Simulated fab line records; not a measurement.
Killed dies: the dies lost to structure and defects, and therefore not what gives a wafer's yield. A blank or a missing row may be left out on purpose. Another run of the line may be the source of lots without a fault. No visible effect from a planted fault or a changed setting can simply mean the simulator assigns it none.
Matching of chambers / flow n5_finfet / N5_HKMG_FIN_ALD_74 on ald_hk-03 has 4 sister chambers
The step deposits La2O3, target thk 0.5 nm, pulse time 6 s, co reactant pulse time 1 s. 14 wafers are shown with their chamber, then 7 later ones without.

EACH WAFER AND ITS CHAMBER
wafer=L078.1; chamber=1; heater_power_w (W)=388; precursor_pulse_height_rel=1.044
wafer=L078.2; chamber=3; heater_power_w (W)=292; precursor_pulse_height_rel=0.991
wafer=L078.5; chamber=0; heater_power_w (W)=377; precursor_pulse_height_rel=1.004
wafer=L084.2; chamber=2; heater_power_w (W)=342; precursor_pulse_height_rel=0.999
wafer=L084.4; chamber=1; heater_power_w (W)=389; precursor_pulse_height_rel=0.986
wafer=L084.5; chamber=2; heater_power_w (W)=356; precursor_pulse_height_rel=1.036
wafer=L087.1; chamber=2; heater_power_w (W)=350; precursor_pulse_height_rel=1.006
wafer=L087.3; chamber=1; heater_power_w (W)=394; precursor_pulse_height_rel=1.041
wafer=L087.6; chamber=1; heater_power_w (W)=389; precursor_pulse_height_rel=0.977
wafer=L093.1; chamber=2; heater_power_w (W)=343; precursor_pulse_height_rel=0.995
wafer=L093.2; chamber=3; heater_power_w (W)=291; precursor_pulse_height_rel=1.009
wafer=L093.3; chamber=0; heater_power_w (W)=378; precursor_pulse_height_rel=1.007
wafer=L093.4; chamber=1; heater_power_w (W)=379; precursor_pulse_height_rel=0.988
wafer=L093.5; chamber=2; heater_power_w (W)=343; precursor_pulse_height_rel=0.992

SIGNATURES, as means of the wafers listed above
reading=heater_power_w; chamber 0=377.50; chamber 1=387.80; chamber 2=346.80; chamber 3=291.50; scatter within a chamber=5.16
reading=precursor_pulse_height_rel; chamber 0=1.00550; chamber 1=1.00720; chamber 2=1.00560; chamber 3=1.00000; scatter within a chamber=0.0238
Rule: a wafer's distance from a chamber is the root of the sum, over the readings, of the square of ((its reading less the chamber's mean) divided by the reading's scatter). The wafer belongs to the nearest chamber; if the next one is less than 2 further off, it can't be placed. The scatter: take each reading less its chamber's mean, square it, sum over the shown wafers, divide by the number of wafers less the number of chambers, and take the root.

WAFERS MISSING THEIR CHAMBER
wafer=L093.6; heater_power_w (W)=291; precursor_pulse_height_rel=1.005
wafer=L094.2; heater_power_w (W)=382; precursor_pulse_height_rel=1.004
wafer=L094.3; heater_power_w (W)=386; precursor_pulse_height_rel=0.969
wafer=L094.5; heater_power_w (W)=346; precursor_pulse_height_rel=1.024
wafer=L096.2; heater_power_w (W)=344; precursor_pulse_height_rel=0.990
wafer=L096.3; heater_power_w (W)=291; precursor_pulse_height_rel=1.020
wafer=L096.6; heater_power_w (W)=380; precursor_pulse_height_rel=0.998

WHICH CHAMBER EACH ONE RAN IN
wafer=L093.6; from the rows above=3; in truth=3
wafer=L094.2; from the rows above=can't be placed: 0 or 1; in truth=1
wafer=L094.3; from the rows above=can't be placed: 1 or 0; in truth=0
wafer=L094.5; from the rows above=2; in truth=2
wafer=L096.2; from the rows above=2; in truth=2
wafer=L096.3; from the rows above=3; in truth=3
wafer=L096.6; from the rows above=can't be placed: 0 or 1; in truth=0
Correctly placed: 4 of 7. From these rows, 3 cannot be placed; in 3 the true chamber is one of the candidates. Placed wrongly: 0.
